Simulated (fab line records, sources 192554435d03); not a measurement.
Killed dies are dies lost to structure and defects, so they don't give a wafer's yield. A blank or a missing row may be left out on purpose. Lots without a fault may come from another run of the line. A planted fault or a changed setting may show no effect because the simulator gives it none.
Problem report in the 8D (eight disciplines) form, filled by code | flow n5_finfet | the parts of the form that need people (team, actions taken, sign-off) are left out

1. THE PROBLEM
etch_rf_on_time_s at N5_GATE_CUT_CUT_ETCH_54 reads a mean of 47.9 s on 3 wafers of 2 lots; wafers without a fault read 36.5 s with a standard deviation of 0.44. That is +26 standard deviations from the usual mean.
The step: etches TiN in Cl2/BCl3, target depth 96.7 nm.
First seen on wafer L593.4, day 5 16:51, on rie_metal-02. The record holds 24 wafers of 8 lots with a number at this step. Rule for "out", or "out of limits": more than 4 standard deviations from the usual mean. The other wafers with a number count as sound.

2. WHAT IT IS AND WHAT IT IS NOT
question                    | is                     | is not
which readings at this step | etch_rf_on_time_s      | bias_w, drypump_motor_current_A, mfc_ar_sccm
which lots                  | L593, L594             | L603, L605, L607, L609, L610, L611
which wafers of those lots  | L593.4, L593.6, L594.4 | L593.1, L594.2, L594.3
read on which tools         | rie_metal-02           | rie_metal-01, rie_metal-03
when                        | from day 5 16:51       | up to then (1 sound wafer); but 20 sound wafers of L594, L603, L605, L607, L609, L610, L611 came after

3. SUSPECTS, AND WHAT RULES EACH OUT
Counting: a tool at a process step up to the reading stays a suspect if it ran every lot that is out. Sound lots after the first of them don't rule it out here, since some wafers of a struck lot are sound.
- rie_metal-02 at N5_GATE_CUT_CUT_ETCH_53 (etches W in SF6/Cl2, target depth 79.2 nm): kept. It ran every lot that is out, first L593 (day 5 16:47).
- rie_metal-02 at N5_GATE_CUT_CUT_ETCH_54 (etches TiN in Cl2/BCl3, target depth 96.7 nm): kept. It ran every lot that is out, first L593 (day 5 16:51). Its own readings are out on those wafers: etch_rf_on_time_s.
Left after counting: rie_metal-02 at N5_GATE_CUT_CUT_ETCH_53, rie_metal-02 at N5_GATE_CUT_CUT_ETCH_54.

4. THE CAUSE (what the simulator had put in)
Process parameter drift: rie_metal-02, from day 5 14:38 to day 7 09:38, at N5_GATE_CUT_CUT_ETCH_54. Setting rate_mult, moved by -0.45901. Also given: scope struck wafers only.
Counting left 2 suspects, and this tool is among them.

5. THE CHAIN OF EFFECTS, in route order
Each row: a reading whose mean over the struck wafers that have a number lies more than 3 standard deviations from the usual. Only readings for which the record gives a usual standard deviation are gone through. hours: the time from each lot's start at the first step in this table that gives one to its start at this step, as a median over the lots. sigmas: the change in usual standard deviations.
hours | step                    | reading              | usual     | on struck wafers | change | sigmas
0     | N5_GATE_CUT_CUT_ETCH_54 | etch_rf_on_time_s    | 36.5 s    | 47.9             | +11.4  | +26
0     | N5_GATE_CUT_CUT_ETCH_55 | oes_product_au       | 0.68 a.u. | 0.24             | -0.44  | -4.0
185   | N5_PASSIVATION_PROBE_49 | defect_limited_yield | 91.0 %    | 0.0              | -91.0  | -70
185   | N5_PASSIVATION_PROBE_49 | killed_at_front_end  | 43        | 1112             | +1069  | +97
185   | N5_PASSIVATION_PROBE_49 | killed_dies          | 106       | 1180             | +1074  | +72
185   | N5_PASSIVATION_PROBE_49 | killed_on_rim        | 14        | 152              | +138   | +35
185   | N5_PASSIVATION_PROBE_49 | sort_bin_5_function  | 5.3 %     | 95.6             | +90.3  | +99 or more
185   | N5_PASSIVATION_PROBE_49 | sort_n_pass          | 1074      | 0                | -1074  | -72
185   | N5_PASSIVATION_PROBE_49 | sort_yield_pct       | 91.0 %    | 0.0              | -91.0  | -70
The process steps in it:
- N5_GATE_CUT_CUT_ETCH_54: etches TiN in Cl2/BCl3, target depth 96.7 nm.
- N5_GATE_CUT_CUT_ETCH_55: etches HfO2 in BCl3, target depth 3.2 nm.
- N5_PASSIVATION_PROBE_49

6. WHAT WOULD HAVE CAUGHT IT SOONER
In this record the first reading out of limits was taken at day 5 16:51, 2 hours after the fault began at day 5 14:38.
